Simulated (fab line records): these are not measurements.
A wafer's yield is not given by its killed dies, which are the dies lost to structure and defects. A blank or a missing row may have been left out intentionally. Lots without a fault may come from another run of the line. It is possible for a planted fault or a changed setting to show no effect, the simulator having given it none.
Which of the tools did it? -- flow nand_harc -- 24 lots, 72 wafers sampled, at 6 steps of a route of 1302

WHAT THE GAUGES READ, wafer by wafer
No reading from a measuring or inspecting step in the record can be judged against a usual standard deviation.

EACH LOT AND THE TOOL THAT RAN IT (in order: tool; ch and the chambers of the sampled wafers; start)
lot,NHARC_P_GATE_RTA_80,NHARC_P_M0_DEGAS_28,NHARC_P_M0_ANNEAL_30,NHARC_P_M1_STRIP_18,NHARC_P_M1_PRE_CLEAN_30,NHARC_P_M1_PVD_20
L074,"rtp_anneal-02 ch 0, day 5 21:51","pvd_sputter-03, day 6 05:45","rtp_anneal-01 ch 0, day 6 06:29","rie_diel-05 ch 0,2, day 6 09:15","pvd_sputter-01, no start","pvd_sputter-01, no start"
L075,"rtp_anneal-02 ch 0, day 6 03:52","pvd_sputter-03, day 6 11:38","rtp_anneal-02 ch 0, day 6 12:22","rie_diel-10 ch 2,3, day 6 15:02","pvd_sputter-03, no start","pvd_sputter-03, no start"
L076,"rtp_anneal-02 ch 0, day 6 16:28","pvd_sputter-03, day 7 00:04","rtp_anneal-01 ch 0, day 7 00:51","rie_diel-03 ch 1,2,3, day 7 03:27","pvd_sputter-01, no start","pvd_sputter-01, no start"
L077,"rtp_anneal-02 ch 0, day 7 06:45","pvd_sputter-01, day 7 14:18","rtp_anneal-02 ch 0, day 7 15:04","rie_diel-05 ch 0,1,2, day 7 17:52","pvd_sputter-01, no start","pvd_sputter-01, no start"
L078,"rtp_anneal-01 ch 0, day 7 13:16","pvd_sputter-01, day 7 20:37","rtp_anneal-01 ch 0, day 7 21:28","rie_diel-03 ch 1,2,3, day 8 00:01","pvd_sputter-03, no start","pvd_sputter-03, no start"
L079,"rtp_anneal-01 ch 0, day 8 03:33","pvd_sputter-02, day 8 10:50","rtp_anneal-01 ch 0, day 8 11:37","rie_diel-03 ch 0,1,2, day 8 14:21","pvd_sputter-03, no start","pvd_sputter-03, no start"
L080,"rtp_anneal-01 ch 0, day 8 05:29","pvd_sputter-03, day 8 12:58","rtp_anneal-01 ch 0, day 8 13:48","rie_diel-10 ch 0,1,3, day 8 16:38","pvd_sputter-02, no start","pvd_sputter-02, no start"
L081,"rtp_anneal-01 ch 0, day 8 20:34","pvd_sputter-01, day 9 04:10","rtp_anneal-02 ch 0, day 9 04:53","rie_diel-03 ch 0,1,2, day 9 07:40","pvd_sputter-01, no start","pvd_sputter-01, no start"
L082,"rtp_anneal-01 ch 0, day 9 12:31","pvd_sputter-03, day 9 20:27","rtp_anneal-01 ch 0, day 9 21:11","rie_diel-05 ch 0,2,3, day 10 00:02","pvd_sputter-01, no start","pvd_sputter-01, no start"
L083,"rtp_anneal-02 ch 0, day 9 17:44","pvd_sputter-03, day 10 01:21","rtp_anneal-01 ch 0, day 10 02:11","rie_diel-03 ch 0,2,3, day 10 04:55","pvd_sputter-03, no start","pvd_sputter-03, no start"
L084,"rtp_anneal-02 ch 0, day 10 08:37","pvd_sputter-02, day 10 16:06","rtp_anneal-01 ch 0, day 10 16:53","rie_diel-03 ch 2,3, day 10 19:39","pvd_sputter-01, no start","pvd_sputter-01, no start"
L085,"rtp_anneal-01 ch 0, day 10 19:34","pvd_sputter-03, day 11 03:10","rtp_anneal-02 ch 0, day 11 03:58","rie_diel-05 ch 0,3, day 11 06:39","pvd_sputter-02, no start","pvd_sputter-02, no start"
L086,"rtp_anneal-01 ch 0, day 11 00:52","pvd_sputter-01, day 11 08:25","rtp_anneal-01 ch 0, day 11 09:25","rie_diel-05 ch 0,3, day 11 12:03","pvd_sputter-02, no start","pvd_sputter-02, no start"
L088,"rtp_anneal-01 ch 0, day 11 17:04","pvd_sputter-03, day 12 00:35","rtp_anneal-02 ch 0, day 12 01:24","rie_diel-05 ch 0,1,2, day 12 04:01","pvd_sputter-01, no start","pvd_sputter-01, no start"
L087,"rtp_anneal-01 ch 0, day 11 19:39","pvd_sputter-03, day 12 03:31","rtp_anneal-02 ch 0, day 12 04:15","rie_diel-05 ch 0,2,3, day 12 06:56","pvd_sputter-01, no start","pvd_sputter-01, no start"
L089,"rtp_anneal-01 ch 0, day 11 22:41","pvd_sputter-03, day 12 06:22","rtp_anneal-02 ch 0, day 12 07:09","rie_diel-10 ch 2,3, day 12 09:53","pvd_sputter-03, no start","pvd_sputter-03, no start"
L090,"rtp_anneal-02 ch 0, day 12 07:58","pvd_sputter-01, day 12 15:34","rtp_anneal-02 ch 0, day 12 16:19","rie_diel-05 ch 0,1,3, day 12 19:07","pvd_sputter-03, no start","pvd_sputter-03, no start"
L091,"rtp_anneal-02 ch 0, day 12 20:46","pvd_sputter-01, day 13 04:29","rtp_anneal-01 ch 0, day 13 05:14","rie_diel-10 ch 0,1,2, day 13 07:56","pvd_sputter-03, no start","pvd_sputter-03, no start"
L092,"rtp_anneal-01 ch 0, day 13 10:33","pvd_sputter-01, day 13 17:58","rtp_anneal-02 ch 0, day 13 18:42","rie_diel-10 ch 1,2, day 13 21:38","pvd_sputter-02, no start","pvd_sputter-02, no start"
L093,"rtp_anneal-02 ch 0, day 13 19:10","pvd_sputter-03, day 14 02:41","rtp_anneal-02 ch 0, day 14 03:25","rie_diel-05 ch 0,1,2, day 14 06:14","pvd_sputter-03, no start","pvd_sputter-03, no start"
L094,"rtp_anneal-02 ch 0, day 14 06:17","pvd_sputter-02, day 14 13:51","rtp_anneal-02 ch 0, day 14 14:35","rie_diel-05 ch 0,1,2, day 14 17:22","pvd_sputter-01, no start","pvd_sputter-01, no start"
L095,"rtp_anneal-01 ch 0, day 14 12:31","pvd_sputter-03, day 14 20:01","rtp_anneal-02 ch 0, day 14 20:44","rie_diel-05 ch 0,2,3, day 14 23:31","pvd_sputter-03, no start","pvd_sputter-03, no start"
L096,"rtp_anneal-01 ch 0, day 15 04:13","pvd_sputter-03, day 15 11:44","rtp_anneal-02 ch 0, day 15 12:32","rie_diel-10 ch 1,2, day 15 15:22","pvd_sputter-01, no start","pvd_sputter-01, no start"
L097,"rtp_anneal-02 ch 0, day 15 11:53","pvd_sputter-01, day 15 20:30","rtp_anneal-02 ch 0, day 15 21:13","rie_diel-05 ch 0,2,3, day 16 00:11","pvd_sputter-01, no start","pvd_sputter-01, no start"
- NHARC_P_GATE_RTA_80: time 30 s.
- NHARC_P_M0_DEGAS_28: time 60 s.
- NHARC_P_M0_ANNEAL_30: time 90 s.
- NHARC_P_M1_STRIP_18: strips in N2/H2.
- NHARC_P_M1_PRE_CLEAN_30: time 30 s.
- NHARC_P_M1_PVD_20: deposits TaN, target thk 5 nm, time 8.06 s.

AS READ BY THE TOOLS THEMSELVES (means over the sampled wafers that have a number; for cases with no such wafer, the mark the record gives instead)
NHARC_P_GATE_RTA_80. Usual: lamp_power_pct 2.30 %, standard deviation 0.19; wafer_temp_C_max 301.9, standard deviation 0.49.
lot,tool,lamp_power_pct (%),wafer_temp_C_max,flag
L074,rtp_anneal-02,2.51,301.7,
L075,rtp_anneal-02,2.51,302.1,
L076,rtp_anneal-02,2.51,301.5,
L077,rtp_anneal-02,2.51,301.5,
L078,rtp_anneal-01,2.12,302.3,
L079,rtp_anneal-01,2.12,301.8,
L080,rtp_anneal-01,2.12,302.2,
L081,rtp_anneal-01,2.12,302.1,
L082,rtp_anneal-01,2.13,302.1,
L083,rtp_anneal-02,2.51,301.4,
L084,rtp_anneal-02,2.51,301.5,
L085,rtp_anneal-01,2.12,301.7,
L086,rtp_anneal-01,2.12,302.3,
L088,rtp_anneal-01,2.12,302.5,
L087,rtp_anneal-01,2.12,302.3,
L089,rtp_anneal-01,2.12,302.0,
L090,rtp_anneal-02,2.51,301.5,
L091,rtp_anneal-02,2.52,301.5,
L092,rtp_anneal-01,2.12,301.9,
L093,rtp_anneal-02,2.51,301.6,
L094,rtp_anneal-02,2.51,301.9,
L095,rtp_anneal-01,2.12,302.0,
L096,rtp_anneal-01,2.12,301.9,
L097,rtp_anneal-02,2.52,301.2,

NHARC_P_M0_DEGAS_28. Usual: heater_power_w 332 W, standard deviation 39.
lot,tool,heater_power_w (W),flag
L074,pvd_sputter-03,317,
L075,pvd_sputter-03,312,
L076,pvd_sputter-03,324,
L077,pvd_sputter-01,318,
L078,pvd_sputter-01,338,
L079,pvd_sputter-02,335,
L080,pvd_sputter-03,354,
L081,pvd_sputter-01,323,
L082,pvd_sputter-03,338,
L083,pvd_sputter-03,311,
L084,pvd_sputter-02,351,
L085,pvd_sputter-03,314,
L086,pvd_sputter-01,371,
L088,pvd_sputter-03,347,
L087,pvd_sputter-03,318,
L089,pvd_sputter-03,308,
L090,pvd_sputter-01,377,
L091,pvd_sputter-01,347,
L092,pvd_sputter-01,343,
L093,pvd_sputter-03,315,
L094,pvd_sputter-02,326,
L095,pvd_sputter-03,329,
L096,pvd_sputter-03,313,
L097,pvd_sputter-01,374,

NHARC_P_M0_ANNEAL_30. Usual: wafer_temp_C_max 226.3, standard deviation 0.3.
lot,tool,wafer_temp_C_max,flag
L074,rtp_anneal-01,226.2,
L075,rtp_anneal-02,226.1,
L076,rtp_anneal-01,226.5,
L077,rtp_anneal-02,226.3,
L078,rtp_anneal-01,226.6,
L079,rtp_anneal-01,226.2,
L080,rtp_anneal-01,226.5,
L081,rtp_anneal-02,226.2,
L082,rtp_anneal-01,226.6,
L083,rtp_anneal-01,226.5,
L084,rtp_anneal-01,226.5,
L085,rtp_anneal-02,226.3,
L086,rtp_anneal-01,226.2,
L088,rtp_anneal-02,226.1,
L087,rtp_anneal-02,226.0,
L089,rtp_anneal-02,226.5,
L090,rtp_anneal-02,226.4,
L091,rtp_anneal-01,226.4,
L092,rtp_anneal-02,226.3,
L093,rtp_anneal-02,226.1,
L094,rtp_anneal-02,226.2,
L095,rtp_anneal-02,226.3,
L096,rtp_anneal-02,226.2,
L097,rtp_anneal-02,226.4,

NHARC_P_M1_STRIP_18. Usual: drypump_motor_current_A 5.7 A, standard deviation 0.37; oes_product_au 1.002 a.u., standard deviation 0.013; rf_vpp_V 90.5 V, standard deviation 0.93; showerhead_plenum_p_Torr 2.01 Torr, standard deviation 0.082; throttle_valve_pct 14.171 %, standard deviation 0.009.
lot,tool,drypump_motor_current_A (A),oes_product_au (a.u.),rf_vpp_V (V),showerhead_plenum_p_Torr (Torr),throttle_valve_pct (%),flag
L074,rie_diel-05,6.0,0.996,90.8,2.01,14.168,
L075,rie_diel-10,5.3,1.002,90.9,1.99,14.169,
L076,rie_diel-03,6.1,1.007,90.7,2.03,14.167,
L077,rie_diel-05,5.7,0.997,90.2,2.01,14.176,
L078,rie_diel-03,6.1,1.022,90.8,2.02,14.175,
L079,rie_diel-03,5.8,1.004,90.7,2.02,14.169,
L080,rie_diel-10,5.6,1.001,89.8,1.96,14.179,
L081,rie_diel-03,5.8,1.005,90.2,2.02,14.172,
L082,rie_diel-05,5.8,0.996,90.8,2.05,14.164,
L083,rie_diel-03,5.6,1.004,90.0,1.99,14.164,
L084,rie_diel-03,5.9,1.011,91.2,1.99,14.187,
L085,rie_diel-05,5.6,1.007,91.4,2.10,14.173,
L086,rie_diel-05,5.5,1.005,92.0,2.10,14.173,
L088,rie_diel-05,5.8,0.996,89.8,2.01,14.172,
L087,rie_diel-05,5.8,1.009,90.6,2.05,14.178,
L089,rie_diel-10,5.3,1.009,90.6,1.97,14.171,
L090,rie_diel-05,5.6,0.991,90.8,2.05,14.165,
L091,rie_diel-10,5.7,0.995,89.9,1.97,14.163,
L092,rie_diel-10,5.5,0.995,89.4,1.97,14.169,
L093,rie_diel-05,5.8,1.002,91.1,2.00,14.181,
L094,rie_diel-05,5.7,0.993,90.5,2.00,14.167,
L095,rie_diel-05,5.8,1.006,90.2,2.05,14.178,
L096,rie_diel-10,5.5,1.006,89.5,1.97,14.170,
L097,rie_diel-05,5.8,1.006,90.9,2.05,14.172,

NHARC_P_M1_PRE_CLEAN_30. Usual: heater_power_w 412 W, standard deviation 52.
lot,tool,heater_power_w (W),flag
L074,pvd_sputter-01,479,
L075,pvd_sputter-03,388,
L076,pvd_sputter-01,422,
L077,pvd_sputter-01,449,
L078,pvd_sputter-03,415,
L079,pvd_sputter-03,400,
L080,pvd_sputter-02,372,
L081,pvd_sputter-01,479,
L082,pvd_sputter-01,483,
L083,pvd_sputter-03,404,
L084,pvd_sputter-01,399,
L085,pvd_sputter-02,368,
L086,pvd_sputter-02,397,
L088,pvd_sputter-01,403,
L087,pvd_sputter-01,398,
L089,pvd_sputter-03,402,
L090,pvd_sputter-03,374,
L091,pvd_sputter-03,398,
L092,pvd_sputter-02,371,
L093,pvd_sputter-03,384,
L094,pvd_sputter-01,490,
L095,pvd_sputter-03,388,
L096,pvd_sputter-01,424,
L097,pvd_sputter-01,470,

NHARC_P_M1_PVD_20. Usual: throttle_valve_pct 30.0 %, standard deviation 0.83.
lot,tool,throttle_valve_pct (%),flag
L074,pvd_sputter-01,30.7,
L075,pvd_sputter-03,29.3,
L076,pvd_sputter-01,30.8,
L077,pvd_sputter-01,30.9,
L078,pvd_sputter-03,28.6,
L079,pvd_sputter-03,29.4,
L080,pvd_sputter-02,29.4,
L081,pvd_sputter-01,30.5,
L082,pvd_sputter-01,30.8,
L083,pvd_sputter-03,29.8,
L084,pvd_sputter-01,30.5,
L085,pvd_sputter-02,29.3,
L086,pvd_sputter-02,29.4,
L088,pvd_sputter-01,30.4,
L087,pvd_sputter-01,30.6,
L089,pvd_sputter-03,29.5,
L090,pvd_sputter-03,29.2,
L091,pvd_sputter-03,29.7,
L092,pvd_sputter-02,29.5,
L093,pvd_sputter-03,29.5,
L094,pvd_sputter-01,30.9,
L095,pvd_sputter-03,29.6,
L096,pvd_sputter-01,30.8,
L097,pvd_sputter-01,30.7,

THE ANSWER, worked out from the rows above alone
Rule: a lot counts as off when the mean over its wafers that have a number is more than 3 standard deviations away from the usual mean. A lot without any number at a reading at which 4 lots or more have one is off too. All remaining lots with rows at the step are treated as sound. First the gauges in route order, then the tools' own readings, where a lot's mean is used as printed above. The first step at which some lot is off is used, and at that step the reading that is off furthest; a lot without a number counts as furthest.
None of the lots is off at any reading shown; this tells nothing.

WHAT WAS PUT IN BY THE SIMULATOR
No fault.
